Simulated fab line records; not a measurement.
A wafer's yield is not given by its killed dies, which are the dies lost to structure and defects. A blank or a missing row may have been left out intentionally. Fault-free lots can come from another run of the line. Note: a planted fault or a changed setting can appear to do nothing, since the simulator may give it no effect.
Lot-split experiment ; flow n5_finfet ; 7 lots, 21 wafers read, on a route of 1938 steps

ABOUT THE SPLIT
At N5_BEOL_M9_ETCH_62 (etches SOC in N2/H2, target depth 110 nm, overetch 22 nm, time 165 s), the setting time_s was moved away from the recipe's 165 s on 5 of the 21 wafers read, by -19.3% to +15.0%. For the rest of the wafers, this setting stayed at what the recipe calls for.

The reading comes from the split's own step.

THE READING
SiARC_of_BEOL_M9_COAT_60.thk_nm (the simulator's own value, which no gauge read), in nm, at N5_BEOL_M9_ETCH_62 (etches SOC in N2/H2, target depth 110 nm, overetch 22 nm, time 165 s). There is no usual value for it anywhere in the file. Here, 16 wafers ran the recipe; their average is 23.8 nm with a standard deviation of 0.28 nm.

wafer;tool, chamber at the split;time_s as run, s;against the recipe;SiARC_of_BEOL_M9_COAT_60.thk_nm, nm;against lot-mates on the recipe
L074.1;rie_diel-06, 0;165;recipe;24.2;-
L074.4;rie_diel-06, 1;165;recipe;23.2;-
L074.5;rie_diel-06, 0;140;-15.2%;25.2;+1.5
L077.1;rie_diel-04, 1;165;recipe;23.8;-
L077.3;rie_diel-04, 3;165;recipe;24.2;-
L077.4;rie_diel-04, 2;165;recipe;23.6;-
L079.1;rie_diel-04, 3;165;recipe;24;-
L079.2;rie_diel-04, 1,0;165;recipe;23.6;-
L079.3;rie_diel-04, 1,0;165;recipe;23.6;-
L084.1;rie_diel-03, 3,1;189.8;+15.0%;22.2;-1.2
L084.6;rie_diel-03, 3,1;189.8;+15.0%;22.2;-1.2
L084.3;rie_diel-03, 0;165;recipe;23.4;-
L085.2;rie_diel-04, 2;165;recipe;23.6;-
L085.4;rie_diel-04, 3;165;recipe;24;-
L085.5;rie_diel-04, 3;147.1;-10.8%;24.6;+0.8
L088.1;rie_diel-06, 0;165;recipe;24;-
L088.4;rie_diel-06, 2;165;recipe;23.6;-
L088.5;rie_diel-06, 2;165;recipe;23.6;-
L096.1;rie_diel-04, 0;133.2;-19.3%;25;+1.0
L096.3;rie_diel-04, 3;165;recipe;24;-
L096.6;rie_diel-04, 3;165;recipe;24;-
Where a row lists several chambers, the file gives one row for several wafers and doesn't say which wafer went through which chamber.

FIT RESULTS
A straight line over all 21 wafers: SiARC_of_BEOL_M9_COAT_60.thk_nm changes by -0.0873 nm for each +1% of time_s; r = -0.92; the points scatter about the line by 0.29 nm.
The same after taking each lot's own level away (the mean of its wafers on the recipe; 21 wafers): -0.0743 nm for each +1%; r = -0.91; scatter 0.26 nm.
Per that fit: largest time_s move, reading shift of 1.4 nm.
Measured against the standard deviation above, the lots' own levels, which go from 23.40 to 24.00 nm, span 2.1 times it.
So the lot-to-lot level changes the slope: the two fits differ.
Check: for one of the wafers moved furthest among these (-19.3%), held out of the fit, the line's prediction against its lot-mates is +1.64 nm. It came out at +1 nm against them.

OTHER SPLITS ON THESE WAFERS
These wafers also went through other splits before the reading. Each is held against what the fit with the lots' levels taken away leaves over:
other split on the same wafers;wafers away from the commonest value;r with SiARC_of_BEOL_M9_COAT_60.thk_nm (lot level and that fit taken away)
N5_BEOL_M8_DEVELOP_10 develop_time_s;5;+0.05
N5_BEOL_M9_ETCH_61 source_w;11;-0.01

THE FILE'S OWN FIT
SiARC_of_BEOL_M9_COAT_60.thk_nm changes by -0.0727 nm for each +1% of time_s, r = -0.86.
